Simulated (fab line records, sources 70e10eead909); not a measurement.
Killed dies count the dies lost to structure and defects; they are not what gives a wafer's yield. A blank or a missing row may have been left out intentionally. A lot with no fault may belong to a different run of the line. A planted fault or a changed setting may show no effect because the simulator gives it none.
One fault seen from 2 desks :: flow nand_harc :: each desk holds nothing but its own numbers, with what lay behind them at the end

## FOR THE TOOL OWNER'S DESK: litho_track-04
The tool's own readings at NHARC_P_M0_PEB_07 (peb time 65 s): means of the sampled wafers that have a number, for each lot that ran on this tool. If a lot's mean is further than 4 standard deviations from the usual mean, the lot is out of limits and carries the mark OUT (the distance appears in the brackets).
Columns: A = heater_power_total_W at NHARC_P_M0_PEB_07, usual 156.6 W; B = resist_line_temp_C at NHARC_P_M0_PEB_07, usual 23.00 C
lot: L443
first seen here: day 6 13:48
A: 156.4
B: 23.00

lot: L448
first seen here: day 7 19:37
A: 156.3
B: 22.90

lot: L454
first seen here: day 9 02:29
A: 156.8
B: 22.94

lot: L456
first seen here: day 9 16:30
A: 160.0 (+8.3) OUT
B: 23.09

lot: L461
first seen here: day 10 10:31
A: 163.7 (+17) OUT
B: 22.92
This desk's finding: out of limits on L456, L461; first on L456, day 9 16:30 (heater_power_total_W at NHARC_P_M0_PEB_07). Within limits: L443, L448, L454.

## FROM THE METROLOGY DESK
Means of the sampled wafers that have a number, per lot and without regard to the tool the lot ran on: this is what the gauges read. If a lot's mean is further than 4 standard deviations from the usual mean, the lot is out of limits and carries the mark OUT (the distance appears in the brackets).
Columns: A = cd_nm at NHARC_P_CONTACT_CD_MEAS_12, usual 90.0 nm; B = cd_nm at NHARC_P_M0_CD_MEAS_09, usual 89.9 nm; C = cd_nm at NHARC_P_M0_CD_MEAS_16, usual 89.5 nm
lot: L443
first seen here: day 5 18:44
A: 89.6
B: 90.5
C: 90.1

lot: L445
first seen here: day 6 04:26
A: 90.5
B: 89.6
C: 89.2

lot: L446
first seen here: day 6 18:25
A: 90.2
B: 90.2
C: 89.2

lot: L449
first seen here: day 7 12:08
A: 90.5
B: 90.2
C: 89.6

lot: L448
first seen here: day 7 12:59
A: 89.9
B: 89.6
C: 89.6

lot: L454
first seen here: day 8 22:12
A: 89.7
B: 88.9
C: 87.9

lot: L455
first seen here: day 9 00:05
A: 90.4
B: 90.3
C: 90.0

lot: L456
first seen here: day 9 05:31
A: 89.7
B: 87.7
C: 87.3

lot: L461
first seen here: day 10 02:03
A: 90.8
B: 86.3 (-6.3) OUT
C: 85.9 (-5.0) OUT

lot: L463
first seen here: day 10 16:07
A: 90.0
B: 90.1
C: 89.9

lot: L465
first seen here: day 11 01:44
A: 90.1
B: 90.6
C: 91.0
This desk's finding: out of limits on L461; first on L461, day 10 10:36 (cd_nm at NHARC_P_M0_CD_MEAS_09). Within limits: L443, L445, L446, L449, L448, L454, L455, L456, L463, L465.

## TAKEN TOGETHER
At day 9 16:30, on L456, L461, the tool owner's desk was in a position to raise an alarm.
Metrology desk: alarm possible at day 10 10:36 on L461.
The metrology desk holds a record of L456, inside its limits.
Of the lots named, all ran NHARC_P_M0_PEB_07 on litho_track-04.

## WHAT HAD BEEN PUT IN BY THE SIMULATOR
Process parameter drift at NHARC_P_M0_PEB_07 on litho_track-04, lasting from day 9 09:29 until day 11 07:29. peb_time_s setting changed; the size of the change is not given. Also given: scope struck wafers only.
Shown lots that were struck: L456, L461.
Fault start to first reading out of limits, in hours, per desk: tool owner, 7; metrology, 25.
